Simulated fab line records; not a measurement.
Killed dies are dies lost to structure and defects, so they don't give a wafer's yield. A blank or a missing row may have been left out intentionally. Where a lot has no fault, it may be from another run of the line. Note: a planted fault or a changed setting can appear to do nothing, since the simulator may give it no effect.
Code-filled problem report in 8D (eight disciplines) form -- flow nand-harc -- the parts of the form that need people (team, actions taken, sign-off) are left out

1. THE ISSUE
NHARC_P_M0_CMP_23, time-to-endpoint-s: mean 8 s over 1 wafer from 1 lot; wafers with no fault: 29 s, standard deviation 3.1. That puts it -6.8 standard deviations away from the usual mean.
The step: polishes, t overpolish 20 s, target thk 117.54 nm.
The first sign was on wafer L234.2 at day 10 14:15, on cmp-02. The record has a number at this step for 39 wafers belonging to 13 lots. Rule for "out", or "out of limits": more than 4 standard deviations from the usual mean. The other wafers with a number count as sound.

2. WHAT IT IS; WHAT IT IS NOT
question,is,is not
which readings at this step,time-to-endpoint-s,"motor-current-A, slurry-filter-dp-kPa"
which lots,L234,"L224, L225, L226, L227, L228, L230, L241, L242, L243, L244, L245, L246"
which wafers of those lots,L234.2,"L234.1, L234.6"
read on which tools,cmp-02,"cmp-01, cmp-03"
when,from day 10 14:15,"up to then (20 sound wafers); but 18 sound wafers of L241, L242, L243, L244, L245, L246 came after"

3. SUSPECTS, AND WHAT RULES EACH OUT
Counting: if a tool at a process step up to the reading ran every lot that is out, it stays a suspect. Sound lots after the first of them don't rule it out here, since some wafers of a struck lot are sound.
- cmp-04 at NHARC_P_CONTACT_CMP_24 (polishes, t overpolish 30 s, target thk 200 nm): kept. L234, the lot that is out, went through it at day 10 10:46; up to then, the latest sound lot through it was L230 at day 8 16:13.
- rie-diel-04 at NHARC_P_M0_DESCUM_14 (chemistry O2, time 3 s): kept. It ran the lot that is out, L234 (day 10 12:14).
- rie-diel-04 at NHARC_P_M0_ETCH_34 (etches the open film in N2/H2, target depth 40 nm, overetch 12 nm, time 43.94 s): kept. It ran the lot that is out, L234 (day 10 12:19).
- ecd-cu-01 at NHARC_P_M0_ECD_22 (material Cu, target thk 400 nm): kept. L234, the lot that is out, went through it at day 10 13:30; up to then, the latest sound lot through it was L230 at day 8 18:55.
- cmp-02 at NHARC_P_M0_CMP_23 (polishes, t overpolish 20 s, target thk 117.54 nm): kept. L234, the lot that is out, went through it at day 10 14:15; up to then, the latest sound lot through it was L230 at day 8 19:35. Its own time-to-endpoint-s readings are out on those wafers.
- In cmp-04 at NHARC_P_CONTACT_CMP_24, the wafers that are out were processed in chamber 1 and their sound lot-mates in chambers 0, 2.
- In rie-diel-04 at NHARC_P_M0_DESCUM_14, the wafers that are out were processed in chamber 0 and their sound lot-mates in chambers 2, 3.
- Within rie-diel-04 at NHARC_P_M0_ETCH_34, the wafers that are out were processed in chamber 3 and their sound lot-mates in chamber 1.
- Within cmp-02 at NHARC_P_M0_CMP_23, the wafers that are out were processed in chamber 1 and their sound lot-mates in chamber 3.
Left after counting: cmp-04 at NHARC_P_CONTACT_CMP_24, rie-diel-04 at NHARC_P_M0_DESCUM_14, rie-diel-04 at NHARC_P_M0_ETCH_34, ecd-cu-01 at NHARC_P_M0_ECD_22, cmp-02 at NHARC_P_M0_CMP_23.

4. THE CAUSE (what the simulator had put in)
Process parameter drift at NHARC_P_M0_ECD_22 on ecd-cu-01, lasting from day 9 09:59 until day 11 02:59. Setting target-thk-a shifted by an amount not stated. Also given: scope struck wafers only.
5 suspects survive the count, and this tool is in that group.

5. SEQUENCE OF EFFECTS, ordered by route
Each row: a reading where the mean over the struck wafers with a number is more than 3 standard deviations away from the usual. Only readings for which the record gives a usual standard deviation are gone through. hours: the time from each lot's start at the first step in this table that gives one to its start at this step, as a median over the lots. sigmas: the change in usual standard deviations.
hours,step,reading,usual,on struck wafers,change,sigmas
0,NHARC_P_M0_CMP_23,time-to-endpoint-s,29 s,8,-21,-6.8
Process steps it contains:
- NHARC_P_M0_CMP_23: polishes, t overpolish 20 s, target thk 117.54 nm.

6. HOW IT WOULD HAVE BEEN CAUGHT EARLIER
In this record no reading fell out of limits until day 10 14:15, 28 hours after the fault had begun at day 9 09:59.
Each of the lots that are out, 1 in all, had begun NHARC_P_M0_ECD_22 on ecd-cu-01 no later than day 10 14:15. Tool hold at that time: it would have spared none of them.
